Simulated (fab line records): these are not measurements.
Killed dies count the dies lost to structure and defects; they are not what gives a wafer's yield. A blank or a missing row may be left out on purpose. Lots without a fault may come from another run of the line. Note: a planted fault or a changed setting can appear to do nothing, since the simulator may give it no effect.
Struck lot and sound lot, side by side -- flow n5-finfet -- 19 steps out of a route of 1938
Sound: the wafers L772.2, L772.3, L772.5. Wafers L778.1, L778.2, L778.4 were the ones struck. The cause is given at the end.
Per side, at each step with rows, come the tool, then ch with its chambers, and then its first start. Under that, the readings that differ: sound wafers -- struck wafers -- difference of the means -- sigmas: that difference in standard deviations of wafers without a fault.
alike: readings whose means differ by less than 2 such deviations, and words and numbers that are the same on both sides. not compared: withheld readings, readings that some wafer has no value for, bounds like >300 that may hide the same value, and numbers for which the record gives no deviation and whose values overlap.
Wherever a step has rows on one side only, a row that says differs or no value, or a row with sigmas, the two part there. Numbers that have no deviation but don't overlap get no sigmas and don't part them. A reading that every wafer of one side lacks parts them only if that side has two wafers or more.

first, 2 steps without rows for these wafers: N5_BEOL_M2_STRIP_65 (strips in N2/H2); N5_BEOL_M2_STRIP_75 (strips in N2/H2).
N5_BEOL_M2_STRIP_66: strips in CF4.
  sound on rie-diel-01 ch 0,3, day 8 18:24; struck on rie-diel-02 ch 1,2,3, day 10 02:51
  alike: drypump-motor-current-A, oes-product-au, rf-vpp-V, showerhead-plenum-p-Torr, throttle-valve-pct
  not compared: rf-hours-counter-h
N5_BEOL_M2_HM_OPEN_17: chemistry Cl2/BCl3, target TiN, target depth 20 nm, overetch 6 nm.
  sound on rie-metal-03 ch 0,1, day 8 18:26; struck on rie-metal-03 ch 0,1, day 10 02:54
  alike: bcl3-flow-sccm, drypump-motor-current-A, oes-product-au, throttle-valve-pct
  not compared: rf-hours-counter-h
N5_BEOL_M2_STRIP_19: strips in O2.
  sound on rie-diel-02 ch 1,2,3, day 8 18:33; struck on rie-diel-01 ch 0,2,3, day 10 03:01
  alike: drypump-motor-current-A, oes-product-au, rf-vpp-V, showerhead-plenum-p-Torr, throttle-valve-pct
  not compared: rf-hours-counter-h
N5_BEOL_M2_CD_MEAS_18: pitch 36 nm, target cd 18 nm.
  struck on cd-sem-02, day 10 03:05; sound on cd-sem-02, day 8 18:37
  alike: cd-nm
then, 6 steps without rows for these wafers: N5_BEOL_M2_COAT_67 (time 60 s, resist thk 60 nm); N5_BEOL_M2_COAT_68 (time 60 s, resist thk 12 nm); N5_BEOL_M2_COAT_76 (time 60 s, resist thk 5 nm); N5_BEOL_M2_COAT_22 (resist thk 30 nm); N5_BEOL_M2_EBR_24; N5_BEOL_M2_SOFTBAKE_23 (time 60 s).
N5_BEOL_M2_EXPOSE_25: exposes mask V1, defocus 5 nm.
  sound on euv-scanner-01 ch 0, day 8 18:48; struck on euv-scanner-01 ch 0, day 10 03:16
reading,sound,struck,difference,sigmas
exposure-dose-mJ-cm2,62.86 62.95 62.96,69.33 69.19 69.29,+6.35,+91
  alike: mask
then, 2 steps without rows for these wafers: N5_BEOL_M2_PEB_26 (peb time 60 s); N5_BEOL_M2_DEVELOP_27 (develop time 30 s).
N5_BEOL_M2_CD_MEAS_28: target cd 26.2 nm, target cd y 24.1 nm.
  sound on cd-sem-01 ch 0, day 8 18:56; struck on cd-sem-01 ch 0, day 10 03:25
reading,sound,struck,difference,sigmas
cd-nm (nm),26.06 26.03 26.09,18.64 18.89 14.95,-8.57,-34
N5_BEOL_M2_OVL_MEAS_29:
  sound on overlay-01 ch 0, day 8 18:59; struck on overlay-01 ch 0, day 10 03:26
  alike: V1_OVL
N5_BEOL_M4_RC_MEAS_101:
  the record has rows for the sound wafers here (prober-02 ch 0, day 10 03:14) and none for the struck ones
-- a jump in the record: the struck wafers' starts before and after are 6 days apart (it breaks off in module BEOL_M4 and resumes in module PASSIVATION, where the first step shown is number 1936 of the route) --
N5_PASSIVATION_PROBE_49:
  record: rows for the struck wafers here (prober-01, day 15 19:27), none for the sound ones

## WHERE THEY PART
Last at N5_PASSIVATION_PROBE_49 as far as this record goes, first at N5_BEOL_M2_EXPOSE_25.

WHY: the cause the simulator had injected
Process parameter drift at N5_BEOL_M2_EXPOSE_25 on euv-scanner-01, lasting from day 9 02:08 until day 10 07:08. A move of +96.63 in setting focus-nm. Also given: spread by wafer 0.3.
